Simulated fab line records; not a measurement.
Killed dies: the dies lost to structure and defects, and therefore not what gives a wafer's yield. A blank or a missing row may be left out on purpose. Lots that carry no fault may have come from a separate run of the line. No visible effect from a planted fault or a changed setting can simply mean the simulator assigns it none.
A struck lot beside a sound one | flow nandHarc | 14 steps out of a route of 1302
Sound: these wafers, L903.2, L903.3, L903.5. Wafers L915.1, L915.2, L915.5 were the ones struck. At the end, the cause is stated.
At each step with rows: each side's tool, then ch and its chambers, then its first start. Under that, the readings that differ: sound wafers | struck wafers | difference of the means | sigmas: that difference in standard deviations of wafers without a fault.
alike: same words and numbers on both sides, and readings whose means sit less than 2 such deviations apart. not compared: any withheld reading, any reading some wafer has no value for, any bound like >300 that may hide the same value, and any number with overlapping values for which the record gives no deviation.
Wherever a step has rows on one side only, a row that says differs or no value, or a row with sigmas, the two part there. Non-overlapping numbers with no deviation appear without sigmas and do not part them. A reading missing from all wafers of one side parts the sides only when that side holds two or more wafers.

first, 1 step without rows for these wafers: NHARC_A_CONTACT_STRIP_27 (strips in post etch residue remover, time 600 s).
NHARC_A_CONTACT_ALD_18: deposits TiN, target thk 3 nm, pulse time 1 s, ald cycles 150.
  sound on aldMetal-02 ch 0,2, day 23 02:00; struck on aldMetal-01 ch 1,2, day 27 12:10
  alike: heaterPowerW, precursorPulseHeightRel
  not compared: sinceWetCleanH
NHARC_A_CONTACT_CVD_19: deposits W, target thk 300 nm, time 802 s.
  sound: cvdW-01 ch 0,1; struck: cvdW-01 ch 0,1
  alike: heaterPowerW, throttleValvePct
  not compared: sinceWetCleanH
NHARC_A_CONTACT_CMP_20: polishes, t overpolish 30 s, target thk 300 nm.
  sound on cmp-04 ch 0,1,2, day 23 03:07; struck on cmp-03 ch 0,3, day 27 13:16
  alike: motorCurrentA, overpolishRunS, timeToEndpointS
then, 1 step without rows for these wafers: NHARC_A_CONTACT_SRD_22.
NHARC_A_CONTACT_INSPECT_23:
  sound: defectInspect-02 at day 23 03:29; struck: defectInspect-01 at day 27 13:40
  alike: rawDefectCount
then, 5 steps without rows for these wafers: NHARC_A_BLC_DEHYDRATE_00 (time 120 s); NHARC_A_BLC_HMDS_01 (time 30 s); NHARC_A_BLC_COAT_02 (time 75 s); NHARC_A_BLC_COAT_03 (time 65 s); NHARC_A_BLC_COAT_04 (resist thk 90 nm).
NHARC_A_BLC_SOFTBAKE_05: time 55 s.
  sound on lithoTrack-04 ch 0, day 23 03:00; struck on lithoTrack-06 ch 0, day 27 13:00
reading               | sound                | struck               | difference | sigmas
heaterPowerTotalW (W) | 188.41 188.37 188.55 | 182.72 182.81 182.79 | -5.67      | -40
then, 1 step without rows for these wafers: NHARC_A_BLC_EBR_06.
-- record jumps: 2 days between struck wafers' starts before vs after; left off in module A_BLC, resumes in module END, first step shown is number 1302 of the route --
NHARC_END_SORT_01:
  sound on prober-02 ch 0, day 25 01:22; struck on prober-02 ch 0, day 29 13:16
  alike: killedAtArray, killedAtOther, killedAtPeriphery, killedDies, killedOpen, killedShort

== WHERE THEY PART ==
Only at NHARC_A_BLC_SOFTBAKE_05, as far as this record shows. Later steps at which nothing parts them and some readings are alike: NHARC_END_SORT_01.

WHY: whatever the simulator had introduced
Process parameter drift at NHARC_A_BLC_SOFTBAKE_05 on lithoTrack-06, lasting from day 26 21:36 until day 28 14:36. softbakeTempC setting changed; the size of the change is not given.
